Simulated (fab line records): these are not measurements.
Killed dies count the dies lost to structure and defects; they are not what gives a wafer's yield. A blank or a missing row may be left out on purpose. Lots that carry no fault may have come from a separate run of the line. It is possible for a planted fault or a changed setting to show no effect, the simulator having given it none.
Which tool did it? + flow nandHarc + 24 lots, 72 wafers sampled, at 6 steps of a route of 1302

## WHAT THE GAUGES READ, wafer by wafer
NHARC_A_M1_INSPECT_11. Usual: rawDefectCount reads 88 (standard deviation 47).
| lot  | measured     | on               | rawDefectCount | flag |
|------|--------------|------------------|----------------|------|
| L074 | day 22 22:30 | defectInspect-01 | 100 86 86      |      |
| L075 | day 22 23:15 | defectInspect-01 | 131 122 116    |      |
| L077 | day 23 12:08 | defectInspect-01 | 26 24 20       |      |
| L076 | day 23 13:56 | defectInspect-01 | 146 157 143    |      |
| L078 | day 24 02:56 | defectInspect-01 | 164 143 156    |      |
| L080 | day 24 11:19 | defectInspect-01 | 92 79 93       |      |
| L081 | day 25 14:02 | defectInspect-02 | 150 180 161    |      |
| L079 | day 25 15:02 | defectInspect-01 | 71 63 69       |      |
| L082 | day 26 06:39 | defectInspect-01 | 143 150 191    |      |
| L083 | day 26 08:04 | defectInspect-01 | 33 35 35       |      |
| L084 | day 27 06:17 | defectInspect-02 | 82 78 75       |      |
| L085 | day 27 23:04 | defectInspect-02 | 103 94 114     |      |
| L087 | day 28 00:15 | defectInspect-02 | 60 54 55       |      |
| L086 | day 28 07:28 | defectInspect-01 | 92 97 90       |      |
| L089 | day 29 00:59 | defectInspect-01 | 22 24 36       |      |
| L088 | day 29 01:17 | defectInspect-01 | 145 136 128    |      |
| L091 | day 29 13:41 | defectInspect-02 | 27 35 32       |      |
| L090 | day 29 18:49 | defectInspect-01 | 160 140 139    |      |
| L092 | day 30 02:08 | defectInspect-02 | 63 75 59       |      |
| L093 | day 30 06:52 | defectInspect-02 | 37 40 34       |      |
| L095 | day 31 06:41 | defectInspect-01 | 116 142 147    |      |
| L094 | day 31 08:07 | defectInspect-02 | 51 39 57       |      |
| L097 | day 31 15:23 | defectInspect-01 | 49 57 69       |      |
| L096 | day 31 23:10 | defectInspect-02 | 43 48 34       |      |

NHARC_A_M1_THK_MEAS_24: measures by xrf. Usual: thkNm reads 154.6 nm (standard deviation 1.4).
| lot  | measured     | on           | thkNm (nm)        | flag |
|------|--------------|--------------|-------------------|------|
| L074 | day 23 01:08 | filmMetro-01 | 155.3 155.1 155.0 |      |
| L075 | day 23 01:48 | filmMetro-02 | 154.1 153.6 153.3 |      |
| L077 | day 23 14:52 | filmMetro-02 | 156.7 155.1 156.4 |      |
| L076 | day 23 16:25 | filmMetro-02 | 154.6 153.0 154.3 |      |
| L078 | day 24 05:25 | filmMetro-01 | 156.3 154.3 155.0 |      |
| L080 | day 24 13:52 | filmMetro-01 | 154.5 153.3 155.9 |      |
| L081 | day 25 16:31 | filmMetro-02 | 153.6 155.2 154.9 |      |
| L079 | day 25 17:32 | filmMetro-02 | 152.5 156.2 156.6 |      |
| L082 | day 26 09:10 | filmMetro-02 | 153.8 154.2 156.7 |      |
| L083 | day 26 10:35 | filmMetro-02 | 155.7 154.1 156.9 |      |
| L084 | day 27 08:53 | filmMetro-01 | 154.5 152.4 155.8 |      |
| L085 | day 28 01:37 | filmMetro-01 | 153.3 152.4 155.1 |      |
| L087 | day 28 02:44 | filmMetro-02 | 152.8 153.5 151.6 |      |
| L086 | day 28 09:59 | filmMetro-02 | 153.9 154.3 151.7 |      |
| L089 | day 29 03:31 | filmMetro-02 | 156.9 154.0 152.5 |      |
| L088 | day 29 03:59 | filmMetro-02 | 154.2 156.0 154.1 |      |
| L091 | day 29 16:10 | filmMetro-02 | 152.5 153.1 152.6 |      |
| L090 | day 29 21:40 | filmMetro-02 | 153.9 155.3 153.2 |      |
| L092 | day 30 04:38 | filmMetro-02 | 154.1 152.4 153.7 |      |
| L093 | day 30 09:20 | filmMetro-02 | 154.7 155.3 155.3 |      |
| L095 | day 31 09:29 | filmMetro-01 | 155.1 153.9 154.3 |      |
| L094 | day 31 10:35 | filmMetro-01 | 153.8 155.7 153.7 |      |
| L097 | day 31 17:56 | filmMetro-02 | 154.3 154.5 156.5 |      |
| L096 | day 32 01:42 | filmMetro-01 | 154.3 155.7 153.5 |      |

NHARC_HYBRID_BOND_OVL_MEAS_05. Usual: overlayXNm 1 nm, standard deviation 33; overlayYNm 4 nm, standard deviation 30.
| lot  | measured     | on         | overlayXNm (nm) | overlayYNm (nm) | flag |
|------|--------------|------------|-----------------|-----------------|------|
| L074 | day 23 13:11 | overlay-01 | 10 -51 -34      | -23 -35 -13     |      |
| L075 | day 23 17:34 | overlay-01 | -51 -8 12       | -29 -10 0       |      |
| L077 | day 24 05:01 | overlay-01 | -35 29 72       | 24 -37 -24      |      |
| L076 | day 24 05:01 | overlay-02 | 38 -11 72       | 7 25 -19        |      |
| L078 | day 24 20:02 | overlay-01 | -74 39 26       | -38 -11 12      |      |
| L080 | day 25 04:08 | overlay-02 | -10 -10 23      | 24 8 -42        |      |
| L081 | day 26 06:54 | overlay-01 | -9 -52 -37      | -31 -14 18      |      |
| L079 | day 26 06:54 | overlay-02 | 17 41 102       | 21 50 15        |      |
| L082 | day 27 01:21 | overlay-01 | 16 1 -42        | -45 13 10       |      |
| L083 | day 27 01:21 | overlay-02 | 48 14 57        | -10 -5 -8       |      |
| L084 | day 27 23:29 | overlay-02 | 3 -37 -3        | 48 -60 -9       |      |
| L085 | day 28 15:59 | overlay-01 | 39 6 8          | 39 -19 -41      |      |
| L087 | day 28 15:59 | overlay-02 | -4 7 -11        | -40 14 57       |      |
| L086 | day 29 18:20 | overlay-01 | 22 -15 29       | -19 37 -6       |      |
| L089 | day 29 18:20 | overlay-02 | -17 -23 31      | -18 15 -7       |      |
| L088 | day 29 18:21 | overlay-01 | 32 -14 64       | -46 36 88       |      |
| L091 | day 30 06:20 | overlay-01 | 0 -16 10        | -40 -4 33       |      |
| L090 | day 30 12:07 | overlay-02 | 65 -21 3        | -17 37 71       |      |
| L092 | day 31 00:44 | overlay-01 | -1 70 19        | -12 31 48       |      |
| L093 | day 31 00:44 | overlay-02 | -9 8 11         | -2 -19 16       |      |
| L095 | day 31 23:48 | overlay-02 | -7 -31 18       | 20 -25 -14      |      |
| L094 | day 32 09:01 | overlay-02 | -22 -39 -37     | -15 -2 -23      |      |
| L097 | day 32 09:01 | overlay-02 | -2 0 15         | 50 23 -18       |      |
| L096 | day 32 17:20 | overlay-02 | -29 -15 -35     | 0 30 84         |      |

NHARC_THIN_TSV_CD_MEAS_12: target cd 1000 nm. Usual: cdNm reads 999.4 nm (standard deviation 2.8).
| lot  | measured     | on       | cdNm (nm)            | flag |
|------|--------------|----------|----------------------|------|
| L074 | day 23 18:17 | cdSem-01 | 1000.4 995.9 998.6   |      |
| L075 | day 23 21:07 | cdSem-01 | 1003.2 1004.7 997.1  |      |
| L077 | day 24 07:46 | cdSem-02 | 999.0 997.6 997.1    |      |
| L076 | day 24 09:37 | cdSem-02 | 1000.3 1002.2 1001.3 |      |
| L078 | day 24 22:38 | cdSem-03 | 1001.1 1000.2 1002.7 |      |
| L080 | day 25 06:54 | cdSem-03 | 1000.1 997.8 1000.9  |      |
| L081 | day 26 10:44 | cdSem-02 | 1001.2 1001.0 1002.2 |      |
| L079 | day 26 09:39 | cdSem-03 | 1002.2 1001.0 1002.6 |      |
| L082 | day 27 05:17 | cdSem-03 | 998.9 1001.3 997.6   |      |
| L083 | day 27 03:58 | cdSem-01 | 1003.8 1002.6 998.1  |      |
| L084 | day 28 02:23 | cdSem-02 | 995.9 1001.2 991.3   |      |
| L085 | day 29 00:15 | cdSem-03 | 1001.2 998.2 1002.0  |      |
| L087 | day 29 00:25 | cdSem-02 | 1003.0 996.4 997.9   |      |
| L086 | day 29 20:56 | cdSem-02 | 1001.2 1001.0 1002.5 |      |
| L089 | day 29 22:16 | cdSem-01 | 999.3 999.9 990.8    |      |
| L088 | day 29 23:29 | cdSem-02 | 994.3 1000.9 1003.5  |      |
| L091 | day 30 09:11 | cdSem-03 | 996.8 1000.7 1001.5  |      |
| L090 | day 30 14:43 | cdSem-02 | 995.1 999.7 1000.7   |      |
| L092 | day 31 03:29 | cdSem-01 | 995.0 997.5 995.8    |      |
| L093 | day 31 04:41 | cdSem-01 | 997.8 996.8 993.5    |      |
| L095 | day 32 02:45 | cdSem-01 | 1002.4 1000.7 1001.7 |      |
| L094 | day 32 11:46 | cdSem-01 | 993.7 999.7 999.1    |      |
| L097 | day 32 12:57 | cdSem-02 | 1001.9 1003.4 1001.2 |      |
| L096 | day 32 20:05 | cdSem-03 | 999.4 998.8 999.9    |      |

## WHAT TOOL EACH LOT RAN ON (gives the tool, then ch and the chambers of the sampled wafers, and finally the start)
| lot  | NHARC_A_M1_ETCH_28                           | NHARC_A_BONDPAD_DEP_00                     |
|------|----------------------------------------------|--------------------------------------------|
| L074 | rieDiel-08 ch 0,1, day 23 01:08 or earlier   | pecvd-04 ch 1,2, day 23 01:59              |
| L075 | rieDiel-08 ch 0,2,3, day 23 01:48 or earlier | pecvd-01 ch 0,1, day 23 17:34 or earlier   |
| L077 | rieDiel-13 ch 1,3, day 23 14:52 or earlier   | pecvd-01 ch 0,1,2, day 23 15:46            |
| L076 | rieDiel-08 ch 1,2,3, day 23 16:25 or earlier | pecvd-03 ch 0,1,2, day 23 17:16            |
| L078 | rieDiel-07 ch 0,2,3, day 24 05:25 or earlier | pecvd-01 ch 0,1, day 24 06:20              |
| L080 | rieDiel-07 ch 1,2,3, day 24 13:52 or earlier | pecvd-01 ch 0,1,2, day 24 14:43            |
| L081 | rieDiel-08 ch 0,2,3, day 25 16:31 or earlier | pecvd-03 ch 1,2, day 25 17:22              |
| L079 | rieDiel-13 ch 0,2, day 25 17:32 or earlier   | pecvd-03 ch 2, day 25 18:43                |
| L082 | rieDiel-08 ch 1,3, day 26 09:10 or earlier   | pecvd-04 ch 0,1,2, day 26 10:11            |
| L083 | rieDiel-08 ch 0,1, day 26 10:35 or earlier   | pecvd-04 ch 0,2, day 26 11:43              |
| L084 | rieDiel-07 ch 0,3, day 27 08:53 or earlier   | pecvd-03 ch 0,1,2, day 27 09:59            |
| L085 | rieDiel-07 ch 1,2, day 28 01:37 or earlier   | pecvd-04 ch 0,1,2, day 28 02:34            |
| L087 | rieDiel-08 ch 0,2,3, day 28 02:44 or earlier | pecvd-01 ch 0,1,2, day 28 03:38            |
| L086 | rieDiel-13 ch 0,2,3, day 28 09:59 or earlier | pecvd-04 ch 0,1,2, day 28 10:50            |
| L089 | rieDiel-13 ch 0,2,3, day 29 03:31 or earlier | pecvd-03 ch 0,2, day 29 04:25              |
| L088 | rieDiel-13 ch 1,2,3, day 29 03:59 or earlier | pecvd-04 ch 0,2, day 29 04:59              |
| L091 | rieDiel-07 ch 1,2,3, day 29 16:10 or earlier | pecvd-03 ch 0,1, day 29 17:01              |
| L090 | rieDiel-13 ch 0,1,3, day 29 21:40 or earlier | pecvd-04 ch 0,2, day 30 12:07 or earlier   |
| L092 | rieDiel-07 ch 0,1,3, day 30 04:38 or earlier | pecvd-03 ch 0,1,2, day 30 05:29            |
| L093 | rieDiel-08 ch 0,1,3, day 30 09:20 or earlier | pecvd-01 ch 0,1,2, day 30 10:16            |
| L095 | rieDiel-13 ch 0,1,3, day 31 09:29 or earlier | pecvd-01 ch 0,1,2, day 31 23:48 or earlier |
| L094 | rieDiel-07 ch 0,3, day 31 10:35 or earlier   | pecvd-04 ch 0,1, day 32 09:01 or earlier   |
| L097 | rieDiel-07 ch 0,2,3, day 31 17:56 or earlier | pecvd-04 ch 1,2, day 32 09:01 or earlier   |
| L096 | rieDiel-08 ch 0,1,3, day 32 01:42 or earlier | pecvd-03 ch 0,2, day 32 02:34              |
- NHARC_A_M1_ETCH_28: etches the open film in CF4/N2, target depth 30 nm, time 72.99 s.
- NHARC_A_BONDPAD_DEP_00: deposits SiCN, target thk 250 nm.

## WHAT THE TOOLS THEMSELVES READ (means of the sampled wafers that have a number; where no wafer has one, the mark that the record gives instead)
NHARC_A_M1_ETCH_28. Usual: drypumpMotorCurrentA 5.8 A, standard deviation 0.49; oesProductAu 1.006 a.u., standard deviation 0.015; rfVppV 313.7 V, standard deviation 2.3; showerheadPlenumPTorr 2.60 Torr, standard deviation 0.13; throttleValvePct 19.794 %, standard deviation 0.0092.
| lot  | tool       | drypumpMotorCurrentA (A) | oesProductAu (a.u.) | rfVppV (V) | showerheadPlenumPTorr (Torr) | throttleValvePct (%) | flag |
|------|------------|--------------------------|---------------------|------------|------------------------------|----------------------|------|
| L074 | rieDiel-08 | 5.2                      | 0.997               | 311.9      | 2.54                         | 19.798               |      |
| L075 | rieDiel-08 | 5.4                      | 0.995               | 314.8      | 2.68                         | 19.800               |      |
| L077 | rieDiel-13 | 6.4                      | 1.003               | 312.1      | 2.48                         | 19.796               |      |
| L076 | rieDiel-08 | 5.6                      | 1.012               | 314.4      | 2.67                         | 19.785               |      |
| L078 | rieDiel-07 | 6.1                      | 1.008               | 314.4      | 2.67                         | 19.800               |      |
| L080 | rieDiel-07 | 5.7                      | 1.014               | 315.4      | 2.67                         | 19.791               |      |
| L081 | rieDiel-08 | 5.4                      | 0.991               | 315.3      | 2.68                         | 19.793               |      |
| L079 | rieDiel-13 | 6.0                      | 1.004               | 314.1      | 2.63                         | 19.794               |      |
| L082 | rieDiel-08 | 5.7                      | 1.003               | 313.3      | 2.57                         | 19.798               |      |
| L083 | rieDiel-08 | 5.3                      | 1.000               | 312.4      | 2.54                         | 19.788               |      |
| L084 | rieDiel-07 | 6.1                      | 1.012               | 313.3      | 2.55                         | 19.797               |      |
| L085 | rieDiel-07 | 5.7                      | 0.984               | 314.7      | 2.68                         | 19.797               |      |
| L087 | rieDiel-08 | 5.5                      | 0.999               | 314.9      | 2.68                         | 19.791               |      |
| L086 | rieDiel-13 | 6.1                      | 1.010               | 313.8      | 2.57                         | 19.803               |      |
| L089 | rieDiel-13 | 6.1                      | 1.010               | 313.5      | 2.57                         | 19.787               |      |
| L088 | rieDiel-13 | 6.3                      | 1.009               | 312.1      | 2.54                         | 19.791               |      |
| L091 | rieDiel-07 | 5.7                      | 1.009               | 315.4      | 2.67                         | 19.801               |      |
| L090 | rieDiel-13 | 6.2                      | 1.015               | 312.6      | 2.53                         | 19.795               |      |
| L092 | rieDiel-07 | 5.6                      | 1.005               | 314.1      | 2.56                         | 19.804               |      |
| L093 | rieDiel-08 | 5.5                      | 1.004               | 313.4      | 2.57                         | 19.790               |      |
| L095 | rieDiel-13 | 6.2                      | 1.004               | 312.4      | 2.53                         | 19.794               |      |
| L094 | rieDiel-07 | 6.1                      | 1.005               | 313.3      | 2.55                         | 19.788               |      |
| L097 | rieDiel-07 | 6.1                      | 1.016               | 315.0      | 2.66                         | 19.798               |      |
| L096 | rieDiel-08 | 5.5                      | 1.003               | 312.7      | 2.57                         | 19.784               |      |

NHARC_A_BONDPAD_DEP_00. Usual: chamberPressureTorr 3.000 Torr, standard deviation 0.0065; heaterPowerW 608 W, standard deviation 79; showerheadVppV 1297 V, standard deviation 64.
| lot  | tool     | chamberPressureTorr (Torr) | heaterPowerW (W) | showerheadVppV (V) | flag |
|------|----------|----------------------------|------------------|--------------------|------|
| L074 | pecvd-04 | 3.003                      | 612              | 1321               |      |
| L075 | pecvd-01 | 3.004                      | 672              | 1318               |      |
| L077 | pecvd-01 | 2.999                      | 621              | 1328               |      |
| L076 | pecvd-03 | 3.006                      | 581              | 1297               |      |
| L078 | pecvd-01 | 2.997                      | 554              | 1288               |      |
| L080 | pecvd-01 | 2.994                      | 587              | 1339               |      |
| L081 | pecvd-03 | 2.998                      | 648              | 1303               |      |
| L079 | pecvd-03 | 2.992                      | 624              | 1280               |      |
| L082 | pecvd-04 | 2.996                      | 595              | 1260               |      |
| L083 | pecvd-04 | 2.997                      | 597              | 1229               |      |
| L084 | pecvd-03 | 3.002                      | 633              | 1290               |      |
| L085 | pecvd-04 | 2.998                      | 580              | 1270               |      |
| L087 | pecvd-01 | 3.002                      | 632              | 1349               |      |
| L086 | pecvd-04 | 2.996                      | 606              | 1278               |      |
| L089 | pecvd-03 | 2.998                      | 575              | 1283               |      |
| L088 | pecvd-04 | 2.999                      | 688              | 1226               |      |
| L091 | pecvd-03 | 3.002                      | 618              | 1291               |      |
| L090 | pecvd-04 | 3.002                      | 643              | 1226               |      |
| L092 | pecvd-03 | 3.000                      | 610              | 1291               |      |
| L093 | pecvd-01 | 3.002                      | 581              | 1347               |      |
| L095 | pecvd-01 | 3.000                      | 618              | 1346               |      |
| L094 | pecvd-04 | 3.003                      | 653              | 1272               |      |
| L097 | pecvd-04 | 3.004                      | 557              | 1280               |      |
| L096 | pecvd-03 | 3.009                      | 578              | 1261               |      |

## THE ANSWER, worked out from the rows above alone
Rule: a lot is off if the mean of its wafers that have a number lies more than 3 standard deviations from the usual mean. A lot without any number at a reading at which 4 lots or more have one is off too. Any other lot the step has rows for is counted as sound. The gauges are gone through in route order, then the tools' own readings, and for those a lot's mean is taken as printed above. The first step at which some lot is off is used, and at that step the reading that is off furthest; a lot without a number counts as furthest.
No lot is off on any of the readings shown, so nothing can be concluded from this.

## WHAT THE SIMULATOR HAD PUT IN
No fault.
